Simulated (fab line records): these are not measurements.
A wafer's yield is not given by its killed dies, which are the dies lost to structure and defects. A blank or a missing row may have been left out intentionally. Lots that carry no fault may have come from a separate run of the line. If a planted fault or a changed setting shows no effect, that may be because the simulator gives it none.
One fault seen from 3 desks ; flow nand-harc ; every desk sees just its own numbers, and what lay behind them comes last

== FROM THE METROLOGY DESK ==
What the gauges read, lot by lot, whatever tool the lot ran on: means of the sampled wafers that have a number. Any lot whose mean is over 4 standard deviations away from the usual mean is out of limits and marked OUT; that distance is given in the brackets.
Columns: A = cd-nm at NHARC_A_BLC_CD_MEAS_19, usual 101.4 nm; B = cd-nm at NHARC_A_M0_CD_MEAS_09, usual 80.4 nm
lot;first seen here;A;B
L546;day 22 15:23;101.1;80.2
L547;day 22 16:13;100.3;80.4
L550;day 23 19:55;99.4;81.1
L552;day 24 04:13;99.6;80.1
L554;day 25 23:31;102.8;80.6
L557;day 27 16:00;101.1;82.8
L559;day 27 17:13;103.3;80.6
L558;day 28 00:29;104.5;82.1
L560;day 28 17:14;101.9;84.7 (+5.5) OUT
L565;day 29 23:55;99.8;80.6
L567;day 30 23:29;101.1;81.2
L569;day 31 08:20;101.9;80.1
L568;day 31 16:14;102.9;79.5
This desk's verdict: out of limits on L560, starting with L560 at day 28 20:08 (cd-nm at NHARC_A_M0_CD_MEAS_09). In limits: L546, L547, L550, L552, L554, L557, L559, L558, L565, L567, L569, L568.

== THE TOOL OWNER'S DESK: litho-track-04 ==
The tool's own readings at NHARC_A_M0_PEB_07 (peb time 65 s): means of the sampled wafers that have a number, for each lot that ran on this tool. Any lot whose mean is over 4 standard deviations away from the usual mean is out of limits and marked OUT; that distance is given in the brackets.
Columns: A = exhaust-pa at NHARC_A_M0_PEB_07, usual 44.7 Pa
lot;first seen here;A
L547;day 22 19:00;45.2
L550;day 23 22:46;45.2
L557;day 27 18:49;44.7
L558;day 28 03:18;44.3
L560;day 28 20:04;45.5
This desk's finding: nothing out of limits on any of the 5 lots.

== THE DEFECT DESK ==
Per lot, the means of the sampled wafers with a number show what the inspections along the route counted. Any lot whose mean is over 4 standard deviations away from the usual mean is out of limits and marked OUT; that distance is given in the brackets.
Columns: A = raw-defect-count at NHARC_A_M0_INSPECT_11, usual 88
lot;first seen here;A
L546;day 22 18:26;88
L547;day 22 19:13;123
L550;day 23 22:58;154
L552;day 24 07:16;88
L554;day 26 02:32;163
L559;day 27 20:06;54
L557;day 27 22:24;103
L558;day 28 06:25;96
L560;day 29 00:08;160
L565;day 30 02:48;36
L567;day 31 02:37;135
L569;day 31 11:20;57
L568;day 31 19:14;44
This desk's finding: nothing out of limits on any of the 13 lots.

== ALL TOGETHER ==
On L560, the metrology desk was in a position to raise an alarm at day 28 20:08.
The desk of the tool owner found nothing out of limits.
No out-of-limits result turned up at the defect desk.
On record at the tool owner's desk: L560, within its limits.
The defect desk has L560 on record, within its limits.
Of the lots named, all ran NHARC_A_M0_PEB_07 on litho-track-04.

== WHAT THE SIMULATOR HAD INSERTED ==
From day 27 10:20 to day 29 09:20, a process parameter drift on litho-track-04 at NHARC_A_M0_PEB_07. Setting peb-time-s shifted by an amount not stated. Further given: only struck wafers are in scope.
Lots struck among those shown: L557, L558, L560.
Per desk, hours elapsed from the start of the fault to the first reading out of limits: for the metrology desk, 34.
